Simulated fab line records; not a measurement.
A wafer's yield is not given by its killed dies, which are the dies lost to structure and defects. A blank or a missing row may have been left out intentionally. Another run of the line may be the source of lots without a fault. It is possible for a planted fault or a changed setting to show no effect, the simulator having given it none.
fab line records -- flow nand_harc
record: lots: 12, wafers: 36, last_day: 24
route steps=1159 shown A_M0@1017 THIN_TSV@1102 END@1159
lots untouched by any fault: they come from a run of this same line in which no faults occurred
start_h: the number of hours between the record's first day and the start of the first shown wafer of the lot -- wait_h: hours elapsed since this lot's preceding step -- " identical to the entry in the row above -- L1.1+2: several wafers, shown together as one row -- - no value, or no start was given -- * or withheld: withheld -- < > ~ a bound
route shown NAME@n: NAME is a module with steps in the file, n the number in the route of the first one -- usual: mean/standard deviation of fault-free wafers -- same: alike in all rows -- chamber/n: place in a boat -- sites: the reading at each site -- _std_site: how widely they spread, as a standard deviation -- _edge_site: outer sites' mean less inner sites' -- radius_mm: for every site, how far away it sits from the centre of the wafer -- mask NAME#n: copy n -- behind: the most recent tool/chamber to have shaped the wafer -- hold: the reason the lot was held/the length of the hold in hours/how it ended -- device: the n, p or np transistor that did not switch -- end of line: the tests these same wafers got at the end of their route -- where a step has no rows: the recipe by itself -- killed: the dies lost at the first sort to structure and to defects; this is not the yield of the wafer -- map: a wafer's dies, marking killed ones x, the rest . and places with no die _
set.NAME: the setting as run; set.NAME@STEP: as run at that earlier step -- model.NAME: the simulator's own value behind a step, which no gauge read
one table for each step of the route and one row for each wafer, over a sample of lots
services: from which hour (start_h, from the record's first day; less than 0 if before it) a tool's chamber was out of use, for how many hours, and why
== steps ==
step: NHARC_A_M0_ECD_22
recipe: target_thk_a: 4000, bath_temp_c: 25, material: Cu
lot.wafer,tool,chamber,start_h,wait_h
L456.1+6+5,ecd_cu-01,"0,0,1",390.58,-
L458.4+5+6,ecd_cu-02,"1,1,0",406.76,-
L457.1+3+6,ecd_cu-02,"0,1,0",407.64,-
L460.1+6+5,ecd_cu-01,"0,1,0",414.85,-
L461.1+2+6,ecd_cu-02,"0,1,0",420.42,-
L464.1+4+6,ecd_cu-01,1,436.84,-
L465.2+1+6,ecd_cu-01,"0,1,1",460.34,-
L468.1+2+5,ecd_cu-01,"0,1,1",473.41,-
L471.1+4+6,ecd_cu-02,0,485.68,-
L473.4+5+6,ecd_cu-02,"0,0,1",498.27,-
L475.2+4+3,ecd_cu-02,"0,1,0",515.95,-
L478.2+1+6,ecd_cu-02,"1,0,0",529.42,-
step: NHARC_THIN_TSV_CMP_01
recipe: target_thk_um: 3
usual: edge_zone_pressure_frac: 0.999/0.0051, motor_current_A: 12.0/1.5, retaining_ring_pressure_frac: 0.999/0.0047
lot.wafer,tool,chamber,start_h,wait_h,edge_zone_pressure_frac,motor_current_A,retaining_ring_pressure_frac
L456.1,cmp-03,0,412.68,1.0,1.005,10.8,0.993
L456.6,cmp-03,3,412.68,1.0,1.001,11.5,1.000
L456.5,cmp-03,0,412.68,1.0,0.999,11.9,0.998
L458.4,cmp-04,2,427.58,0.4,0.999,11.3,1.005
L458.6,cmp-04,2,427.58,0.4,0.995,12.5,1.000
L458.5,cmp-04,3,427.58,0.4,0.995,10.7,0.999
L457.3,cmp-03,3,434.42,0.6,1.000,12.0,1.000
L457.1,cmp-03,2,434.42,0.6,0.989,14.5,1.008
L457.6,cmp-03,0,434.42,0.6,0.999,11.6,0.995
L460.1,cmp-03,0,441.21,1.0,1.009,11.5,0.993
L460.6,cmp-03,0,441.21,1.0,1.004,11.4,1.004
L460.5,cmp-03,1,441.21,1.0,1.008,15.9,1.003
L461.1,cmp-02,3,442.43,1.0,1.005,10.8,1.001
L461.2,cmp-02,1,442.43,1.0,1.000,11.6,0.995
L461.6,cmp-02,2,442.43,1.0,1.001,10.4,0.996
L464.4,cmp-03,0,459.30,0.5,1.004,11.4,0.993
L464.1,cmp-03,2,459.30,0.5,0.990,13.8,0.992
L464.6,cmp-03,3,459.30,0.5,0.996,12.3,0.995
L465.1,cmp-04,3,489.05,1.0,1.007,9.9,0.998
L465.2,cmp-04,0,489.05,1.0,0.991,13.6,0.994
L465.6,cmp-04,3,489.05,1.0,1.011,10.7,0.994
L468.2,cmp-02,0,496.15,0.8,1.000,11.3,1.004
L468.1,cmp-02,3,496.15,0.8,1.006,11.4,1.003
L468.5,cmp-02,0,496.15,0.8,1.004,11.5,1.000
L471.1,cmp-03,1,507.08,1.1,1.002,15.8,1.005
L471.4,cmp-03,2,507.08,1.1,0.992,13.6,0.993
L471.6,cmp-03,0,507.08,1.1,0.997,11.9,1.000
L473.4,cmp-04,3,520.69,0.4,0.996,10.9,1.001
L473.6,cmp-04,3,520.69,0.4,0.996,10.0,0.994
L473.5,cmp-04,0,520.69,0.4,0.993,13.9,1.006
L475.4,cmp-02,3,540.17,0.4,1.005,11.4,1.001
L475.2,cmp-02,0,540.17,0.4,1.003,11.0,1.001
L475.3,cmp-02,1,540.17,0.4,0.996,11.0,1.000
L478.2,cmp-03,0,552.79,0.8,1.000,11.3,0.997
L478.1,cmp-03,1,552.79,0.8,1.005,15.3,0.999
L478.6,cmp-03,1,552.79,0.8,0.997,14.0,1.003
step: NHARC_THIN_TSV_STRIP_45
recipe: power_w: 1500, temp_c: 250, chemistry: O2
usual: drypump_motor_current_A: 5.54/0.29, heater_power_w: 308/13
lot.wafer,tool,chamber,start_h,wait_h,drypump_motor_current_A,heater_power_w,rf_hours_counter_h
L456.1,plasma_asher-01,0,414.97,0.1,5.18,313,42
L456.6,plasma_asher-01,1,414.97,0.1,5.69,307,-
L456.5,plasma_asher-01,0,414.97,0.1,5.17,314,-
L458.4,plasma_asher-01,0,430.04,0.2,5.19,310,-
L458.5,plasma_asher-01,0,430.04,0.2,5.17,314,-
L458.6,plasma_asher-01,1,430.04,0.2,5.68,319,-
L457.1,plasma_asher-02,0,436.82,0.1,5.98,287,23
L457.3,plasma_asher-02,0,436.82,0.1,5.97,273,-
L457.6,plasma_asher-02,1,436.82,0.1,5.66,303,-
L460.1,plasma_asher-01,0,443.57,0.1,5.17,313,51
L460.6,plasma_asher-01,0,443.57,0.1,5.16,321,-
L460.5,plasma_asher-01,1,443.57,0.1,5.67,320,-
L461.2,plasma_asher-01,1,444.75,0.1,5.71,318,51
L461.1,plasma_asher-01,0,444.75,0.1,5.17,317,51
L461.6,plasma_asher-01,1,444.75,0.1,5.70,322,-
L464.1,plasma_asher-02,1,461.50,0.1,5.69,305,34
L464.4,plasma_asher-02,1,461.50,0.1,5.69,304,-
L464.6,plasma_asher-02,1,461.50,0.1,5.67,306,-
L465.1,plasma_asher-01,1,491.29,0.1,5.70,311,8
L465.2,plasma_asher-01,0,491.29,0.1,5.17,302,8
L465.6,plasma_asher-01,0,491.29,0.1,5.21,313,-
L468.2,plasma_asher-02,1,498.51,0.1,5.67,314,46
L468.1,plasma_asher-02,0,498.51,0.1,5.97,291,46
L468.5,plasma_asher-02,0,498.51,0.1,5.99,279,-
L471.1,plasma_asher-02,1,509.34,0.1,5.67,307,49
L471.4,plasma_asher-02,1,509.34,0.1,5.68,309,-
L471.6,plasma_asher-02,0,509.34,0.1,5.94,279,-
L473.4,plasma_asher-02,1,523.20,0.2,5.68,307,-
L473.5,plasma_asher-02,1,523.20,0.2,5.68,298,-
L473.6,plasma_asher-02,0,523.20,0.2,5.98,281,-
L475.2,plasma_asher-01,1,542.76,0.3,5.70,312,25
L475.3,plasma_asher-01,0,542.76,0.3,5.13,306,-
L475.4,plasma_asher-01,1,542.76,0.3,5.69,319,-
L478.2,plasma_asher-01,0,555.27,0.2,5.18,309,31
L478.1,plasma_asher-01,1,555.27,0.2,5.67,315,31
L478.6,plasma_asher-01,0,555.27,0.2,5.17,303,-
step: NHARC_THIN_TSV_CMP_21
recipe: t_overpolish_s: 30, target_thk_nm: 2000
usual: edge_zone_pressure_frac: 0.999/0.0052, motor_current_A: 12.3/1.6, overpolish_run_s: 30.000/0.0088, retaining_ring_pressure_frac: 1.000/0.0048
lot.wafer,tool,chamber,start_h,wait_h,edge_zone_pressure_frac,motor_current_A,overpolish_run_s,retaining_ring_pressure_frac
L456.1,cmp-04,3,418.55,-,0.993,10.4,29.997,0.994
L456.6,cmp-04,3,418.55,-,1.002,10.7,30.013,0.997
L456.5,cmp-04,0,418.55,-,1.000,13.4,29.994,0.992
L458.4,cmp-03,1,433.27,-,1.000,15.4,30.004,1.003
L458.5,cmp-03,3,433.27,-,0.998,11.3,30.003,1.004
L458.6,cmp-03,0,433.27,-,1.004,11.0,30.002,1.006
L457.1,cmp-03,2,440.15,-,0.999,14.5,29.992,1.003
L457.3,cmp-03,3,440.15,-,0.998,12.2,30.013,0.999
L457.6,cmp-03,1,440.15,-,0.998,15.5,29.996,0.993
L460.1,cmp-03,1,446.86,-,0.999,14.6,29.993,0.996
L460.5,cmp-03,1,446.86,-,0.999,15.1,29.995,0.992
L460.6,cmp-03,2,446.86,-,0.994,14.2,30.004,1.010
L461.2,cmp-03,3,448.10,-,1.001,12.3,29.999,1.003
L461.1,cmp-03,0,448.10,-,0.998,11.6,30.004,0.999
L461.6,cmp-03,1,448.10,-,1.007,14.6,30.007,1.013
L464.1,cmp-04,1,464.79,-,1.001,11.1,30.006,0.997
L464.4,cmp-04,3,464.79,-,0.988,10.8,29.987,1.007
L464.6,cmp-04,0,464.79,-,1.007,13.6,29.988,0.993
L465.2,cmp-03,2,494.71,-,1.002,13.4,29.993,0.999
L465.1,cmp-03,0,494.71,-,1.001,12.2,30.010,0.992
L465.6,cmp-03,1,494.71,-,1.003,15.0,29.990,1.002
L468.2,cmp-02,0,501.80,-,0.999,11.6,29.988,1.008
L468.1,cmp-02,2,501.80,-,1.002,9.4,30.007,0.998
L468.5,cmp-02,0,501.80,-,0.993,11.1,30.016,0.998
L471.1,cmp-03,3,512.58,-,1.007,11.7,29.991,1.000
L471.4,cmp-03,1,512.58,-,1.002,15.0,29.997,0.993
L471.6,cmp-03,3,512.58,-,1.001,12.6,30.001,0.995
L473.4,cmp-03,3,526.53,-,0.987,11.8,30.009,1.001
L473.5,cmp-03,2,526.53,-,1.003,14.8,30.008,0.999
L473.6,cmp-03,3,526.53,-,0.996,12.0,30.006,0.997
L475.3,cmp-04,1,546.03,-,0.990,10.8,30.008,1.004
L475.2,cmp-04,2,546.03,-,0.996,11.2,30.001,0.998
L475.4,cmp-04,0,546.03,-,1.007,13.7,30.016,0.995
L478.1,cmp-04,1,558.53,-,0.997,10.9,30.002,1.009
L478.2,cmp-04,0,558.53,-,0.996,14.6,29.990,0.995
L478.6,cmp-04,1,558.53,-,0.989,10.6,30.010,1.005
step: NHARC_END_SORT_01
recipe: temp_c: 25
usual: defect_limited_yield: 95.3/1.5, killed_at_array: 28/10, killed_at_other: 0.6/1.1, killed_at_periphery: 3.6/2.6, killed_dies: 32/10, killed_open: 3.3/1.8, killed_short: 1.9/1.4, sort_bin_2_pct: 1.5/0.61, sort_bin_3_pct: 0.27/0.2, sort_bin_4_pct: 3.0/1, sort_n_pass: 645/10, sort_rim_yield_pct: 97.3/1.9, sort_yield_pct: 95.3/1.5
same: gross_dies: 677, sort_bin_5_pct[%]: 0, sort_bin_6_pct[%]: 0, sort_bin_7_pct[%]: 0, sort_bin_8_pct[%]: 0, sort_rim_n_gross: 106.00
lot.wafer,tool,chamber,start_h,wait_h,defect_limited_yield[%],killed_at_array,killed_at_other,killed_at_periphery,killed_dies,killed_open,killed_short,sort_bin_2_pct[%],sort_bin_3_pct[%],sort_bin_4_pct[%],sort_n_pass,sort_rim_yield_pct[%],sort_yield_pct[%]
L464.1,prober-02,0,477.52,2.5,93.2,33,6,7,46,6,0,2.2,0.44,4.1,631,97.2,93.2
L464.4,prober-02,0,479.88,3.3,93.8,35,6,1,42,3,2,2.4,0.44,3.4,635,99.1,93.8
L464.6,prober-02,0,481.45,3.9,95.9,23,1,4,28,0,1,1.0,0.30,2.8,649,96.2,95.9
L465.1,prober-01,0,505.30,2.5,20.4,537,2,0,539,0,0,32.8,6.94,39.9,138,25.5,20.4
L465.2,prober-01,0,506.11,2.8,18.6,543,3,5,551,0,0,32.8,8.42,40.2,126,28.3,18.6
L465.6,prober-01,0,509.32,4.0,20.2,539,0,1,540,1,0,36.6,6.65,36.5,137,28.3,20.2
L468.1,prober-02,0,513.74,2.5,20.2,538,0,2,540,2,0,30.0,9.16,40.6,137,17.9,20.2
L468.2,prober-02,0,514.55,2.8,19.9,540,0,2,542,1,1,36.9,6.06,37.1,135,21.7,19.9
L468.5,prober-02,0,516.97,3.7,21.6,530,0,1,531,2,1,36.3,7.98,34.1,146,17.9,21.6
L471.4,prober-01,0,525.60,3.4,94.5,29,2,6,37,4,1,1.9,0.44,3.1,640,97.2,94.5
killed by level:class
L464.1 A_STAIRCASE:chamber_film_flake=8 A_SLIT:chamber_film_flake=8 THIN_TSV:chamber_film_flake=6 A_CHANNEL_HOLE_D1:chamber_film_flake=6 P_GATE:chamber_film_flake=4 A_CONTACT:chamber_film_flake=4 A_ONON_D1:geometric_particle:open=2 A_WL_FILL:chamber_film_flake=2
L464.4 A_SLIT:chamber_film_flake=11 A_CHANNEL_HOLE_D1:chamber_film_flake=9 A_STAIRCASE:chamber_film_flake=6 THIN_TSV:chamber_film_flake=6 A_WL_FILL:chamber_film_flake=2 A_CONTACT:chamber_film_flake=2 A_ONON_D1:geometric_particle:open=1 A_CHANNEL_FILL_D1:geometric_particle:open=1
L464.6 A_SLIT:chamber_film_flake=10 A_STAIRCASE:chamber_film_flake=8 P_GATE:chamber_film_flake=4 A_CHANNEL_HOLE_D1:chamber_film_flake=3 A_CONTACT:geometric_particle:short=1 A_CONTACT:chamber_film_flake=1 THIN_TSV:chamber_film_flake=1
L465.1 A_M0:unspecified=521 A_CHANNEL_HOLE_D1:chamber_film_flake=10 A_SLIT:chamber_film_flake=4 THIN_TSV:chamber_film_flake=2 A_ZERO_WELL:chamber_film_flake=1 A_STAIRCASE:chamber_film_flake=1
L465.2 A_M0:unspecified=523 A_CHANNEL_HOLE_D1:chamber_film_flake=15 P_STI:chamber_film_flake=4 A_SLIT:chamber_film_flake=4 THIN_TSV:chamber_film_flake=3 P_GATE:chamber_film_flake=1 A_STAIRCASE:chamber_film_flake=1
L465.6 A_M0:unspecified=511 A_CHANNEL_HOLE_D1:chamber_film_flake=13 A_SLIT:chamber_film_flake=9 A_STAIRCASE:chamber_film_flake=2 A_WL_FILL:geometric_particle:open=1 P_STI:chamber_film_flake=1 A_ZERO_WELL:chamber_film_flake=1 A_CHANNEL_FILL_D1:chamber_film_flake=1
L468.1 A_M0:unspecified=525 A_CHANNEL_HOLE_D1:chamber_film_flake=6 A_CHANNEL_FILL_D1:chamber_film_flake=2 A_WL_FILL:chamber_film_flake=2 A_CONTACT:chamber_film_flake=2 P_M0:geometric_particle:open=1 A_M1:geometric_particle:open=1 P_GATE:chamber_film_flake=1
L468.2 A_M0:unspecified=527 A_CHANNEL_HOLE_D1:chamber_film_flake=8 A_STAIRCASE:chamber_film_flake=3 P_CONTACT:geometric_particle:short=1 A_WL_FILL:geometric_particle:open=1 P_BONDPAD:chamber_film_flake=1 A_ZERO_WELL:chamber_film_flake=1
L468.5 A_M0:unspecified=517 A_CHANNEL_HOLE_D1:chamber_film_flake=10 P_CONTACT:geometric_particle:short=1 A_CONTACT:geometric_particle:open=1 A_M0:geometric_particle:open=1 A_CONTACT:chamber_film_flake=1
L471.4 A_CHANNEL_HOLE_D1:chamber_film_flake=20 P_M0:chamber_film_flake=4 A_STAIRCASE:chamber_film_flake=3 A_CONTACT:chamber_film_flake=2 THIN_TSV:chamber_film_flake=2 P_GATE:geometric_particle:short=1 P_M0:geometric_particle:open=1 A_ONON_D1:geometric_particle:open=1
== services ==
tool,chamber,start_h,hours,kind
cmp-04,-,391.42,0.4,repair
cmp-04,-,394.50,0.7,repair
cmp-03,-,396.11,0.4,repair
cmp-04,-,399.00,4.0,pm
cmp-04,-,405.77,2.6,repair
cmp-02,-,425.89,4.0,pm
ecd_cu-01,-,431.44,3.3,repair
cmp-02,-,432.81,3.2,repair
ecd_cu-01,-,448.13,8.0,pm
cmp-03,-,450.26,4.0,pm
plasma_asher-01,-,453.70,9.0,pm
cmp-03,-,464.05,6.1,repair
cmp-04,-,470.74,2.4,repair
cmp-02,-,472.24,2.0,repair
cmp-04,-,485.96,0.8,repair
cmp-04,-,497.00,4.0,pm
cmp-02,-,514.31,0.8,repair
cmp-03,-,529.10,2.3,repair
ecd_cu-02,-,532.11,8.0,pm
plasma_asher-01,-,532.26,2.6,repair
plasma_asher-02,-,537.21,9.0,pm
cmp-03,-,548.26,4.0,pm
ecd_cu-01,-,548.82,3.2,repair
ecd_cu-01,-,556.10,0.9,repair
== key ==
first_sign: step: NHARC_END_SORT_01, reading: killed_at_array, direction: up, sigmas: 50, usual: 28, struck: 538
effect: step: NHARC_END_SORT_01, reading: killed_dies, direction: up, sigmas: 49, usual: 32, struck: 540
more_kills_born_at: NHARC_A_M0_ECD_22@ecd_cu-01: 3124
met_at NHARC_A_M0_ECD_22
struck_lots L465,L468
not_acting_at NHARC_THIN_TSV_CMP_01,NHARC_THIN_TSV_STRIP_45,NHARC_THIN_TSV_CMP_21
onset_between 436.84 460.34
fault: kind: chamber_particle_source, tool: ecd_cu-01, chamber: -, onset_h: 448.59, steps: NHARC_A_M0_ECD_22, rate_per_visit_cm2: 1.6766, end_h: 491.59
